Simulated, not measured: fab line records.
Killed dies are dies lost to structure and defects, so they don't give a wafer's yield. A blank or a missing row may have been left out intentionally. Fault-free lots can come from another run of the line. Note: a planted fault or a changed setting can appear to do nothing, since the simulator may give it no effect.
A struck lot beside a sound one / flow nand-harc / 16 out of 1159 route steps
Sound: these wafers, L479.1, L479.5, L479.6. Wafers L492.1, L492.5, L492.6 were the ones struck. Last of all comes the cause.
Per side, at each step with rows, come the tool, then ch with its chambers, and then its first start. Under that, the readings that differ: sound wafers / struck wafers / difference of the means / sigmas: that difference in standard deviations of wafers without a fault.
alike: readings with means less than 2 such deviations apart, plus words and numbers identical on both sides. not compared: withheld readings, readings lacking a value on some wafer, bounds such as >300 that could conceal the same value, and numbers that have no deviation in the record and whose values overlap.
Wherever a step has rows on one side only, a row that says differs or no value, or a row with sigmas, the two part there. Numbers that don't overlap but have no deviation are shown without sigmas and don't part them. A reading missing from all wafers of one side parts the sides only when that side holds two or more wafers.

first, 1 step without rows for these wafers: NHARC_P_ZERO_WELL_HARDBAKE_25 (time 80 s).
NHARC_P_ZERO_WELL_DESCUM_26: chemistry O2, time 3 s.
  sound on rie-diel-08 ch 0,1, day 1 14:38; struck on rie-diel-08 ch 0,2,3, day 4 20:32
  alike: drypump-motor-current-A, o2-flow-sccm, oes-product-au, rf-vpp-V, showerhead-plenum-p-Torr, throttle-valve-pct
  not compared: rf-hours-counter-h
then, 10 steps without rows for these wafers: NHARC_P_ZERO_WELL_IMPLANT_27; NHARC_P_ZERO_WELL_IMPLANT_57; NHARC_P_ZERO_WELL_IMPLANT_58; NHARC_P_ZERO_WELL_STRIP_28 (strips in SPM, time 840 s); NHARC_P_ZERO_WELL_DEHYDRATE_29 (time 120 s); NHARC_P_ZERO_WELL_HMDS_30 (time 30 s); NHARC_P_ZERO_WELL_COAT_31; NHARC_P_ZERO_WELL_SOFTBAKE_32 (time 95 s); NHARC_P_ZERO_WELL_EBR_33; NHARC_P_ZERO_WELL_EXPOSE_34 (exposes mask P PWELL, target cd 720 nm).
NHARC_P_ZERO_WELL_PEB_35: peb time 85 s.
  sound on litho-track-03 ch 0, day 1 16:04; struck on litho-track-05 ch 0, day 4 21:45
reading=heater-power-total-W (W); sound=164.04 164.35 163.70; struck=150.68 150.64 150.24; difference=-13.51; sigmas=-52
reading=plate-temp-C (C); sound=117.81 118.07 117.77; struck=111.02 110.99 111.00; difference=-6.88; sigmas=-46
then, 1 step without rows for these wafers: NHARC_P_ZERO_WELL_DEVELOP_36 (time 70 s).
NHARC_P_ZERO_WELL_CD_MEAS_37: the cd target is 720 nm.
  sound on cd-sem-01 ch 0, day 1 16:10; struck on cd-sem-03 ch 0
reading=cd-nm (nm); sound=723.9 722.7 724.6; struck=703.2 703.8 699.0; difference=-21.7; sigmas=-10
  not compared: hold
-- record jumps: 18 days between struck wafers' starts before vs after; left off in module P_ZERO_WELL, resumes in module END, first step shown is number 1159 of the route --
NHARC_END_SORT_01:
  here the record holds rows for the struck wafers (prober-01 ch 0, day 22 13:35) but none for the sound ones

WHERE THEY PART
Earliest at NHARC_P_ZERO_WELL_PEB_35; latest, in this record, at NHARC_END_SORT_01.

WHY: whatever the simulator had introduced
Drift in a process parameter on litho-track-05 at NHARC_P_ZERO_WELL_PEB_35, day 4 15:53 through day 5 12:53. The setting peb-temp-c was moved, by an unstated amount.
